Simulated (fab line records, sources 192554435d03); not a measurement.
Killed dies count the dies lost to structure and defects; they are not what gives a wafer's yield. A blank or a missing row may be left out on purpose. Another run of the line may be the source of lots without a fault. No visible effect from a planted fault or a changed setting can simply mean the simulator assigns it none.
fab line records + flow n5Finfet
[record]
- lots = 5
- wafers = 15
- lastDay = 18
route steps=1938 shown BEOL_M3@951 BEOL_M4@1111 PASSIVATION@1936
lots that met no fault: taken from a fault-free run of the same line
startH: the number of hours between the record's first day and the start of the first shown wafer of the lot + waitH: how many hours have passed since the lot's step before this one + " unchanged from the row above + L1.1+2: one row covering several wafers at once + - no value, or no start was given + * or withheld: withheld + < > ~ a bound
route shown NAME@n: names a module that has steps shown in the file, with the first one's number in the route + usual: the fault-free wafers' mean and standard deviation + same: alike in all rows + chamber/n: place in a boat + sites: the reading at each site + _std_site: standard deviation of those values + _edge_site: inner sites' mean taken away from outer sites' mean + radiusMm: for every site, how far away it sits from the centre of the wafer + mask NAME#n: copy n + behind: the most recent tool/chamber to have shaped the wafer + hold: reason for holding the lot/hours on hold/outcome of the hold + device: which transistor (n, p or np) failed to switch + end of line: at the end of the route, the tests of the same wafers + step lacking rows: just its recipe + killed: dies lost to structure and defects at the first sort, not the wafer's yield + map: shows each die of a wafer: x if killed, . if not, _ if none is there
set.NAME: setting as actually run; set.NAME@STEP: the setting as run at that earlier step + model.NAME: the simulator's own value behind a step, which no gauge read
a table for each step, a row for each wafer; lots at some steps of the route
services: a tool's chamber out of use, with start hour (startH, from the record's first day; less than 0 if before it), hours out, and reason
[[steps]]
[step N5_BEOL_M3_STRIP_65]
[recipe]
- chemistry = N2/H2
- tempC = 40
- n2FlowSccm = 200
- h2FlowSccm = 200
- rfFrequencyHz = 6e+07
[step N5_BEOL_M3_STRIP_75]
[recipe]
- chemistry = N2/H2
- tempC = 40
- n2FlowSccm = 200
- h2FlowSccm = 200
- rfFrequencyHz = 6e+07
[step N5_BEOL_M3_STRIP_66]
[recipe]
- chemistry = CF4
- resist = SiARC
- powerW = 300
- biasPowerW = 75
- pressureMtorr = 50
- cf4FlowSccm = 150
- rfFrequencyHz = 6e+07
[step N5_BEOL_M3_HM_OPEN_17]
[recipe]
- chemistry = Cl2/BCl3
- targetDepthA = 200
- overetchA = 60
- target = TiN
- maskMaterial = SOC
- ionEnergyEv = 150
- pressureMtorr = 10
- icpW = 1000
- biasW = 126
- Cl2_flow_sccm = 53.25
- bcl3FlowSccm = 21.75
- Ar_flow_sccm = 25
[step N5_BEOL_M3_STRIP_19]
[recipe]
- chemistry = O2
- powerW = 400
- tempC = 40
- pressureMtorr = 30
- rfFrequencyHz = 6e+07
- biasPowerW = 0
- overashFraction = 0.2
- o2FlowSccm = 225
[step N5_BEOL_M3_COAT_67]
[recipe]
- resist = SOC
- tempC = 250
- timeS = 60
- spinRpm = 1500
- resistThkNm = 60
[step N5_BEOL_M3_COAT_68]
[recipe]
- resist = SiARC
- tempC = 220
- timeS = 60
- spinRpm = 1500
- resistThkNm = 12
[step N5_BEOL_M3_COAT_76]
[recipe]
- resist = underlayer
- tempC = 205
- timeS = 60
- spinRpm = 1500
- resistThkNm = 5
[step N5_BEOL_M3_COAT_22]
[recipe]
- resist = CAR-EUV
- spinRpm = 1500
- resistThkNm = 30
[step N5_BEOL_M3_EBR_24]
[recipe]
- solvent = PGMEA
- ebrWidthMm = 1.5
[step N5_BEOL_M3_SOFTBAKE_23]
[recipe]
- tempC = 110
- timeS = 60
- resist = CAR-EUV
[step N5_BEOL_M3_EXPOSE_25]
[recipe]
- maskId = V2
- na = 0.33
- sourceShape = quasar
- sigmaInner = 0.2
- sigmaOuter = 0.8
- polarization = unpolarized
- defocusNm = 5
- doseMj = 63
[same]
- dipoleOpeningDeg = 30
| lot.wafer  | tool          | chamber | startH | waitH | mask |
|------------|---------------|---------|--------|-------|------|
| L263.1+2+5 | euvScanner-02 | 0       | 188.35 | -     | V2#0 |
| L264.1+3+5 | euvScanner-02 | 0       | 191.09 | -     | V2#0 |
| L265.1+4+6 | euvScanner-02 | 0       | 198.45 | -     | V2#0 |
| L274.3+4+5 | euvScanner-02 | 0       | 264.39 | -     | V2#0 |
| L278.1+4+5 | euvScanner-02 | 0       | 284.45 | -     | V2#0 |
[step N5_BEOL_M3_PEB_26]
[recipe]
- pebTempC = 100
- pebTimeS = 60
- resist = CAR-EUV
[step N5_BEOL_M3_DEVELOP_27]
[recipe]
- developTimeS = 30
- developer = TMAH
- resist = CAR-EUV
- rinseLiquid = surfactantRinse
- dry = airSpin
- devTempC = 23
[step N5_BEOL_M3_CD_MEAS_28]
[recipe]
- targetCdNm = 25.7
- landingEnergyEv = 500
- detector = seInlens
- targetCdYNm = 23.3
- polarity = opening
[usual]
- cdNm = 25.79/0.24
| lot.wafer | tool     | chamber | startH | waitH | cdNm  |
|-----------|----------|---------|--------|-------|-------|
| L263.1    | cdSem-02 | 0       | 188.49 | -     | 22.74 |
| L263.2    | "        | 0       | "      | "     | 25.75 |
| L263.5    | "        | 0       | "      | "     | 25.46 |
| L264.1    | cdSem-02 | 0       | 191.23 | -     | 22.33 |
| L264.3    | "        | 0       | "      | "     | 25.73 |
| L264.5    | "        | 0       | "      | "     | 25.98 |
| L265.1    | cdSem-02 | 0       | 198.59 | -     | 22.88 |
| L265.4    | "        | 0       | "      | "     | 23.16 |
| L265.6    | "        | 0       | "      | "     | 23.23 |
| L274.3    | cdSem-03 | 0       | 264.52 | -     | 25.55 |
| L274.4    | "        | 0       | "      | "     | 25.84 |
| L274.5    | "        | 0       | "      | "     | 25.86 |
| L278.1    | cdSem-01 | 0       | 284.59 | -     | 25.83 |
| L278.4    | "        | 0       | "      | "     | 25.94 |
| L278.5    | "        | 0       | "      | "     | 25.86 |
[step N5_BEOL_M3_DESCUM_33]
[recipe]
- chemistry = O2
- timeS = 7
- sourcePowerW = 50
- biasPowerW = 20
- pressureMtorr = 20
- rfFrequencyHz = 2.712e+07
- tempC = 40
- resist = CAR-EUV
- o2FlowSccm = 225
[step N5_BEOL_M3_ETCH_77]
[recipe]
- chemistry = N2/H2
- target = underlayer
- targetDepthA = 65
- maskMaterial = CAR-EUV
- timeS = 5.2
- ionEnergyEv = 200
- pressureMtorr = 30
- sourceW = 840
- biasW = 150
- n2FlowSccm = 200
- h2FlowSccm = 200
- ends = cleared
[step N5_BEOL_M3_ETCH_69]
[recipe]
- chemistry = CF4
- target = SiARC
- targetDepthA = 156
- maskMaterial = CAR-EUV
- timeS = 26
- ionEnergyEv = 80
- pressureMtorr = 40
- sourceW = 545
- biasW = 36
- Ar_flow_sccm = 100
- cf4FlowSccm = 100
- ends = cleared
[step N5_BEOL_M3_ALD_98]
[recipe]
- material = SiO2
- targetThkA = 25
- tempC = 100
- aldPrecursorFamily = BDEAS
- aldCoReactant = O2-plasma
- pulseTimeS = 1
- coReactantPulseTimeS = 1
- purgeTimeS = 2
- coReactantPurgeTimeS = 2
- aldCycles = 17
- pressureTorr = 2
[step N5_BEOL_M3_ETCHBACK_99]
[recipe]
- chemistry = CHF3
- target = SiO2
- targetDepthA = 50
- timeS = 10.4
- sourceW = 215
- biasW = 47
- Ar_flow_sccm = 200
- CHF3_flow_sccm = 12
- ionEnergyEv = 100
- pressureMtorr = 30
[step N5_BEOL_M3_ETCH_70]
[recipe]
- chemistry = N2/H2
- target = SOC
- targetDepthA = 800
- overetchA = 160
- maskMaterial = SiARC
- tempC = 40
- timeS = 120
- ionEnergyEv = 200
- pressureMtorr = 30
- sourceW = 840
- biasW = 150
- n2FlowSccm = 200
- h2FlowSccm = 200
[step N5_BEOL_M3_STRIP_71]
[recipe]
- chemistry = N2/H2
- tempC = 40
- n2FlowSccm = 200
- h2FlowSccm = 200
- rfFrequencyHz = 6e+07
[step N5_BEOL_M3_STRIP_78]
[recipe]
- chemistry = N2/H2
- tempC = 40
- n2FlowSccm = 200
- h2FlowSccm = 200
- rfFrequencyHz = 6e+07
[step N5_BEOL_M3_VIA_ETCH_34]
[recipe]
- chemistry = C4F6/O2
- targetDepthA = 694
- maskMaterial = SOC
- pressureMtorr = 15
- ionEnergyEv = 250
- taperDeg = 4
- timeS = 65.9
- sourceW = 350
- biasW = 170
- Ar_flow_sccm = 300
- C4F6_flow_sccm = 10
- O2_flow_sccm = 10
[step N5_BEOL_M3_STRIP_83]
[recipe]
- chemistry = C4F6/O2
- resist = SiARC
- rfFrequencyHz = 6e+07
[step N5_BEOL_M3_STRIP_36]
[recipe]
- chemistry = N2/H2
- powerW = 450
- tempC = 40
- pressureMtorr = 20
- rfFrequencyHz = 6e+07
- overashFraction = 0.3
- biasPowerW = 7
- h2Frac = 0.5
- n2FlowSccm = 200
- h2FlowSccm = 200
[step N5_BEOL_M3_TRENCH_ETCH_37]
[recipe]
- chemistry = C4F6/O2
- targetDepthA = 555.55
- target = SiOC
- timeS = 29.2
- ionEnergyEv = 250
- pressureMtorr = 30
- sourceW = 355
- biasW = 185
- Ar_flow_sccm = 300
- C4F6_flow_sccm = 10
- O2_flow_sccm = 10
[step N5_BEOL_M3_ETCH_41]
[recipe]
- chemistry = CH3F/O2
- target = SiCN
- targetDepthA = 299
- taperDeg = 2
- timeS = 52.5
- ionEnergyEv = 120
- maskMaterial = TiN
- pressureMtorr = 30
- sourceW = 395
- biasW = 75
- Ar_flow_sccm = 150
- CH3F_flow_sccm = 30
- O2_flow_sccm = 20
[step N5_BEOL_M3_STRIP_97]
[recipe]
- chemistry = N2/H2
- timeS = 10
- powerW = 450
- tempC = 40
- pressureMtorr = 20
- rfFrequencyHz = 6e+07
- biasPowerW = 7
- n2FlowSccm = 200
- h2FlowSccm = 200
[step N5_BEOL_M3_HM_STRIP_39]
[recipe]
- chemistry = peroxideTinStrip
- material = TiN
- targetDepthA = 250
- tempC = 50
- timeS = 158
[step N5_BEOL_M3_SRD_40]
[recipe]
- timeS = 30
- tempC = 23
- rinseLiquid = diw
- dry = ipaMarangoni
[step N5_BEOL_M3_PRECLEAN_42]
[recipe]
- chemistry = residueRemover
- timeS = 60
- tempC = 40
[step N5_BEOL_M3_SRD_43]
[recipe]
- timeS = 30
- tempC = 23
- rinseLiquid = diw
- dry = ipaMarangoni
[step N5_BEOL_M3_DEGAS_44]
[recipe]
- ambient = vacuum
- tempC = 250
- timeS = 60
[step N5_BEOL_M3_PRE_CLEAN_45]
[recipe]
- gas = H2/He
- timeS = 30
- tempC = 250
[step N5_BEOL_M3_ALD_84]
[recipe]
- material = TaN
- targetThkA = *
- tempC = 275
- aldPrecursorFamily = PDMAT
- aldCoReactant = NH3
- pressureTorr = 3
- carrierFlowSccm = 1500
- pulseTimeS = 2
- purgeTimeS = 3
- coReactantPurgeTimeS = 2
- coReactantPulseTimeS = 3
- aldCycles = 30
- precursorVesselTempC = 75
- precursorVesselPressureTorr = 26.25
- precursorVesselCarrierSccm = 1000
[step N5_BEOL_M3_SURFACE_TREAT_85]
[recipe]
- gas = Ar
- timeS = *
- ionEnergyEv = *
- ionCurrentMaCm2 = 0.5
- pressureMtorr = *
- arFlowSccm = 30
[step N5_BEOL_M4_RC_MEAS_101]
[usual]
- CHAIN_V2 = 228/9.5
- CHAIN_V2_max_site = 237/11
- DIBL_N = 36.3/1.6
- DIBL_P = 36.4/2.1
- IOFF_N = 0.16/0.032
- IOFF_P = 0.22/0.044
- ION_N = 675/12
- ION_P = 463/8.3
- SS_N = 71.6/0.64
- SS_P = 73.3/0.67
- VT_N = 250/3.3
- VT_P = -250/3.7
| lot.wafer | tool      | chamber | startH | waitH | CHAIN_V2[ohm/link] | CHAIN_V2_max_site[ohm/link] | DIBL_N[mV/V] | DIBL_P[mV/V] | IOFF_N[nA/um] | IOFF_P[nA/um] | ION_N[uA/um] | ION_P[uA/um] | SS_N[mV/dec] | SS_P[mV/dec] | VT_N[mV] | VT_P[mV] |
|-----------|-----------|---------|--------|-------|--------------------|-----------------------------|--------------|--------------|---------------|---------------|--------------|--------------|--------------|--------------|----------|----------|
| L264.1    | prober-01 | 0       | 231.76 | 0.0   | 299                | 301                         | 35.4         | 35.1         | 0.14          | 0.19          | 654          | 452          | 71.6         | 73.9         | 256      | -252     |
| L264.3    | "         | 0       | "      | "     | 231                | 240                         | 37.2         | 37.9         | 0.19          | 0.24          | 689          | 466          | 71.4         | 74.0         | 249      | -247     |
| L264.5    | "         | 0       | "      | "     | 210                | 219                         | 36.3         | 36.1         | 0.16          | 0.22          | 676          | 463          | 71.9         | 73.2         | 251      | -250     |
| L263.1    | prober-02 | 0       | 232.19 | 0.0   | 300                | 314                         | 36.9         | 35.8         | 0.16          | 0.20          | 686          | 462          | 71.2         | 72.5         | 248      | -251     |
| L263.2    | "         | 0       | "      | "     | 231                | 241                         | 37.4         | 36.2         | 0.18          | 0.22          | 687          | 459          | 71.3         | 72.7         | 246      | -248     |
| L263.5    | "         | 0       | "      | "     | 226                | 230                         | 39.1         | 38.6         | 0.21          | 0.25          | 685          | 463          | 72.0         | 73.3         | 247      | -247     |
| L265.1    | prober-01 | 0       | 252.31 | 0.0   | 302                | 309                         | 35.3         | 37.2         | 0.15          | 0.23          | 675          | 466          | 72.0         | 73.5         | 252      | -248     |
| L265.4    | "         | 0       | "      | "     | 302                | 312                         | 38.3         | 40.3         | 0.20          | 0.29          | 687          | 474          | 72.6         | 74.3         | 250      | -244     |
| L265.6    | "         | 0       | "      | "     | 279                | 304                         | 37.8         | 39.4         | 0.19          | 0.27          | 676          | 463          | 72.0         | 74.6         | 248      | -247     |
| L274.3    | prober-02 | 0       | 310.25 | 0.3   | 224                | 238                         | 34.7         | 33.3         | 0.13          | 0.18          | 667          | 459          | 71.3         | 72.8         | 248      | -253     |
| L274.4    | "         | 0       | "      | "     | 226                | 234                         | 35.7         | 34.1         | 0.14          | 0.19          | 667          | 460          | 71.6         | 73.3         | 252      | -253     |
| L274.5    | "         | 0       | "      | "     | 222                | 226                         | 34.7         | 33.7         | 0.14          | 0.19          | 689          | 471          | 70.9         | 72.8         | 251      | -253     |
| L278.1    | prober-01 | 0       | 321.61 | 0.0   | 227                | 234                         | 39.1         | 40.5         | 0.25          | 0.32          | 694          | 475          | 72.6         | 74.5         | 241      | -243     |
| L278.4    | "         | 0       | "      | "     | 225                | 234                         | 36.1         | 36.6         | 0.17          | 0.24          | 680          | 467          | 72.0         | 73.4         | 247      | -247     |
| L278.5    | "         | 0       | "      | "     | 227                | 233                         | 35.1         | 35.8         | 0.16          | 0.24          | 684          | 477          | 71.2         | 72.7         | 247      | -246     |
// sites CHAIN_V2 radiusMm=0,75,75,75,75,140,140,140,140
L264.1 288 301 299 300 301 288 299 297 300
L263.1 302 314 303 303 300 282 274 282 272
L265.1 303 309 294 302 302 301 286 304 283
L274.3 214 229 223 238 228 227 219 224 224
L278.1 232 227 232 234 227 209 211 219 220
[step N5_PASSIVATION_PROBE_49]
[usual]
- defectLimitedYield = 91.4/1.2
- killed_at_M0_to_M3 = 35/11
- killed_at_M4_up = 14/6
- killedAtContacts = 12/6.7
- killedAtFrontEnd = 37/9.7
- killedAtOther = 3.5/2.5
- killedDies = 102/15
- killedOnRim = 13/3.6
- killedOpen = 67/12
- killedShort = 33/7.3
- sort_bin_5_function = 5.1/0.81
- sort_bin_6_memory = 3.2/0.65
- sortNPass = 1078/15
- sortYieldPct = 91.4/1.2
[same]
- grossDies = 1180
- killedAtBackSide = 0
- sort_bin_4_leakage[%] = 0
- sort_bin_8_speed[%] = 0
| lot.wafer | tool      | chamber | startH | waitH | defectLimitedYield[%] | killed_at_M0_to_M3 | killed_at_M4_up | killedAtContacts | killedAtFrontEnd | killedAtOther | killedDies | killedOnRim | killedOpen | killedShort | sort_bin_5_function[%] | sort_bin_6_memory[%] | sortNPass | sortYieldPct[%] |
|-----------|-----------|---------|--------|-------|-----------------------|--------------------|-----------------|------------------|------------------|---------------|------------|-------------|------------|-------------|------------------------|----------------------|-----------|-----------------|
| L263.1    | prober-01 | -       | 345.46 | 0.0   | 91.2                  | 49                 | 11              | 6                | 37               | 1             | 104        | 25          | 64         | 30          | 6.2                    | 2.3                  | 1076      | 91.2            |
| L263.2    | prober-01 | -       | 345.51 | 0.1   | 91.3                  | 43                 | 14              | 9                | 37               | 0             | 103        | 9           | 70         | 31          | 4.7                    | 3.6                  | 1077      | 91.3            |
| L263.5    | prober-01 | -       | 345.66 | 0.2   | 91.4                  | 39                 | 10              | 4                | 49               | 0             | 102        | 15          | 70         | 31          | 4.8                    | 3.8                  | 1078      | 91.4            |
| L264.1    | prober-01 | -       | 354.94 | 0.0   | 84.5                  | 93                 | 14              | 24               | 51               | 1             | 183        | 47          | 78         | 40          | 10.9                   | 4.1                  | 997       | 84.5            |
| L264.3    | prober-01 | -       | 355.04 | 0.1   | 89.6                  | 63                 | 12              | 7                | 36               | 5             | 123        | 17          | 72         | 50          | 6.6                    | 3.5                  | 1057      | 89.6            |
| L264.5    | prober-01 | -       | 355.14 | 0.2   | 89.5                  | 51                 | 23              | 14               | 34               | 2             | 124        | 17          | 83         | 37          | 6.5                    | 3.6                  | 1056      | 89.5            |
| L265.1    | prober-01 | -       | 359.73 | 0.0   | 88.9                  | 80                 | 8               | 6                | 32               | 5             | 131        | 37          | 46         | 32          | 8.5                    | 2.3                  | 1049      | 88.9            |
| L265.4    | prober-01 | -       | 359.88 | 0.2   | 90.1                  | 62                 | 8               | 7                | 39               | 1             | 117        | 25          | 72         | 31          | 5.8                    | 3.6                  | 1063      | 90.1            |
| L265.6    | prober-01 | -       | 359.98 | 0.3   | 91.1                  | 35                 | 14              | 11               | 41               | 4             | 105        | 17          | 65         | 34          | 5.5                    | 3.0                  | 1075      | 91.1            |
| L278.1    | prober-02 | -       | 414.30 | 0.0   | 90.3                  | 41                 | 9               | 5                | 58               | 1             | 114        | 10          | 81         | 32          | 5.8                    | 3.5                  | 1066      | 90.3            |
| L278.4    | prober-02 | -       | 414.45 | 0.2   | 91.7                  | 33                 | 6               | 10               | 47               | 2             | 98         | 14          | 69         | 25          | 4.6                    | 3.5                  | 1082      | 91.7            |
| L278.5    | prober-02 | -       | 414.50 | 0.2   | 90.7                  | 42                 | 9               | 8                | 47               | 4             | 110        | 16          | 82         | 26          | 5.5                    | 3.5                  | 1070      | 90.7            |
// killed by level:class
L263.1 BEOL_M2:geometricParticle:open=12 FIN_SAQP:geometricParticle:short=9 BEOL_M3:areaExpose=9 STI_FIN_REVEAL:geometricParticle:open=8 BEOL_M3:geometricParticle:open=6 BEOL_M2:geometricParticle:short=6 FIN_SAQP:geometricParticle:open=5 BEOL_M4:geometricParticle:open=5
L263.2 BEOL_M2:geometricParticle:open=23 FIN_SAQP:geometricParticle:short=10 MOL_CONTACT_COAG:geometricParticle:open=8 BEOL_M0_SAQP:geometricParticle:open=6 BEOL_M3:geometricParticle:open=5 STI_FIN_REVEAL:geometricParticle:open=4 DUMMY_GATE:geometricParticle:open=4 BEOL_M4:geometricParticle:open=4
L263.5 BEOL_M2:geometricParticle:open=13 FIN_SAQP:geometricParticle:open=12 STI_FIN_REVEAL:geometricParticle:open=11 BEOL_M0_SAQP:geometricParticle:open=9 FIN_SAQP:geometricParticle:short=6 BEOL_M0_SAQP:geometricParticle:short=6 STI_FIN_REVEAL:geometricParticle:short=5 GATE_CUT:geometricParticle:open=5
L264.1 BEOL_M3:areaExpose=65 MOL_CONTACT_COAG:geometricParticle:open=17 FIN_SAQP:geometricParticle:short=13 FIN_SAQP:geometricParticle:open=11 STI_FIN_REVEAL:geometricParticle:open=10 BEOL_M4:geometricParticle:open=8 DUMMY_GATE:geometricParticle:open=7 MOL_CONTACT_COAG:geometricParticle:short=7
L264.3 BEOL_M0_SAQP:geometricParticle:short=22 BEOL_M0_SAQP:geometricParticle:open=17 BEOL_M2:geometricParticle:open=12 FIN_SAQP:geometricParticle:short=9 FIN_SAQP:geometricParticle:open=7 MOL_CONTACT_COAG:geometricParticle:open=5 STARTING-WAFER:geometricParticle:open=5 BEOL_M3:geometricParticle:short=4
L264.5 BEOL_M0_SAQP:geometricParticle:open=16 MOL_CONTACT_COAG:geometricParticle:open=11 STI_FIN_REVEAL:geometricParticle:open=10 BEOL_M4:geometricParticle:open=9 FIN_SAQP:geometricParticle:short=8 BEOL_M0_SAQP:geometricParticle:short=7 BEOL_M3:geometricParticle:short=7 BEOL_M2:geometricParticle:open=5
L265.1 BEOL_M3:areaExpose=52 FIN_SAQP:geometricParticle:open=9 FIN_SAQP:geometricParticle:short=7 MOL_CONTACT_COAG:geometricParticle:open=6 BEOL_M2:geometricParticle:open=5 GATE_CUT:geometricParticle:short=4 BEOL_M1:geometricParticle:short=4 BEOL_M3:geometricParticle:open=4
L265.4 BEOL_M3:areaExpose=14 BEOL_M1:geometricParticle:open=13 FIN_SAQP:geometricParticle:open=9 BEOL_M1:geometricParticle:short=8 FIN_SAQP:geometricParticle:short=7 MOL_CONTACT_COAG:geometricParticle:open=7 BEOL_M0_SAQP:geometricParticle:open=6 GATE_CUT:geometricParticle:open=6
L265.6 FIN_SAQP:geometricParticle:short=9 MOL_CONTACT_COAG:geometricParticle:open=9 DUMMY_GATE:geometricParticle:open=8 BEOL_M4:geometricParticle:open=8 BEOL_M3:geometricParticle:open=6 STI_FIN_REVEAL:geometricParticle:open=6 BEOL_M0_SAQP:geometricParticle:short=6 BEOL_M3:areaExpose=6
L278.1 FIN_SAQP:geometricParticle:open=23 FIN_SAQP:geometricParticle:short=12 BEOL_M3:geometricParticle:open=12 BEOL_M1:geometricParticle:open=10 GATE_CUT:geometricParticle:short=5 MOL_CONTACT_COAG:geometricParticle:open=5 BEOL_M0_SAQP:geometricParticle:open=5 STI_FIN_REVEAL:geometricParticle:open=4
L278.4 FIN_SAQP:geometricParticle:open=19 BEOL_M2:geometricParticle:open=11 STI_FIN_REVEAL:geometricParticle:open=9 MOL_CONTACT_COAG:geometricParticle:open=8 FIN_SAQP:geometricParticle:short=7 BEOL_M0_SAQP:geometricParticle:open=5 BEOL_M3:geometricParticle:open=5 BEOL_M3:geometricParticle:short=4
L278.5 BEOL_M2:geometricParticle:open=14 STI_FIN_REVEAL:geometricParticle:open=13 BEOL_M1:geometricParticle:open=9 FIN_SAQP:geometricParticle:open=7 GATE_CUT:geometricParticle:open=6 MOL_CONTACT_COAG:geometricParticle:open=6 BEOL_M0_SAQP:geometricParticle:open=6 GATE_CUT:geometricParticle:short=5
// map L263.1 (x killed, . not)
_________________...x......xx________________
______________....x...........x._____________
___________....................x...__________
__________x......x.............x...._________
________...x....................x....._______
_______..........x..x..................______
______.................................._____
_____x..x..............................x.____
____...........x.x......x.......x.........___
___.x......................................__
___............................x........x..__
__xx.x......x...............x..............._
__..........x.......................x....x.._
_............x........x......x.............x.
_...x........................x.......x.x.....
_..........x..........x......................
_xxx...x.....x.....x.........x...............
_.x...x..........................x...........
_...xx....x...x..x....................x......
_.x......x................................x..
_..x....................x..x............x.x.x
__.............x...........x.......x........_
__x.......x......x.........................._
___................................x.......__
___.x.x..................x...............x.__
____x...x......x.......x.....x...........x___
_____.............x.....x.........x.....x____
______x....................x...x........_____
_______.....x................x.........______
________x..x.....x....x.x...........x._______
__________.......x......x......x...._________
___________...........x............__________
______________.................._____________
_________________.........xx.________________
// map L264.1 (x killed, . not)
_________________xx....xxx.x.________________
______________......x..x...xx..._____________
___________.........xxx.........xx.__________
__________.....x............x....x.x_________
________xx.............x.x.x...x...x.x_______
_______xx.x.........x..........x......x______
______.x.x.....x...........x.........x.x_____
_____...........xxx......x....xx.x.......____
____...xxxxx.........x....................___
___.xxxx.....................x.....xxx....x__
___x.xx.......x....x..........x.........x..__
__x..............................x...x.x.x.x_
__......x.........x....x...x..........x..x.._
_x...x...........x..x..........x.....xx....x.
_x..x................x...............x...x.x.
_xx........x........x.............x......x...
_............................................
_....x..x.......x.....x..................x...
_.........x.........x......x..x...x..........
_..x.x..x................xx.x......x......xx.
_x...xx..............x..x.......x.....xx...x.
__...x.....x................x.x............x_
__..x.........x.x............x....x.....x.x._
___.....x...........x.............x........__
___xx..................x..........x.......x__
____x.....x............................x..___
_____x............x......................____
______...x....................xx......xx_____
_______....................x.......xxx.______
________................x............._______
__________...xx....xx.........x....._________
___________......xx...x..x.......xx__________
______________x.......x..xxx...._____________
_________________...x.x...xx.________________
[[services]]
| tool          | chamber | startH | hours | kind        |
|---------------|---------|--------|-------|-------------|
| euvScanner-02 | -       | 169.08 | 1.0   | pm          |
| euvScanner-02 | -       | 206.65 | 1.5   | repair      |
| euvScanner-02 | -       | 225.49 | 1.0   | pm          |
| euvScanner-02 | -       | 235.71 | 4.6   | pm          |
| euvScanner-02 | 0       | 243.19 | -     | calibration |
| euvScanner-02 | -       | 260.94 | 1.3   | repair      |
| euvScanner-02 | -       | 281.38 | 1.0   | pm          |
[[key]]
[firstSign]
- step = N5_BEOL_M3_CD_MEAS_28
- reading = cdNm
- direction = down
- sigmas = 12
- usual = 25.79
- struck = 22.87
[effect]
- step = N5_BEOL_M4_RC_MEAS_101
- reading = CHAIN_V2
- direction = up
- sigmas = 7.1
- usual = 228
- struck = 296
[effect]
- step = N5_BEOL_M4_RC_MEAS_101
- reading = CHAIN_V2_max_site
- direction = up
- sigmas = 6.6
- usual = 237
- struck = 308
[effect]
- step = N5_PASSIVATION_PROBE_49
- reading = sort_bin_5_function
- direction = up
- sigmas = 2.8
- usual = 5.1
- struck = 7.4
- wafersMoved = 2
[moreKillsBornAt]
- N5_BEOL_M3_EXPOSE_25@euvScanner-02 = 146
metAt N5_BEOL_M3_EXPOSE_25
struckWafers L263.1,L264.1,L265.1,L265.4,L265.6
[fault]
- kind = processParameterDrift
- tool = euvScanner-02
- chamber = -
- onsetH = 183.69
- steps = N5_BEOL_M3_EXPOSE_25
- channel = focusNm
- offset = 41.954
- shape = step
- endH = 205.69
- scope = struckWafersOnly
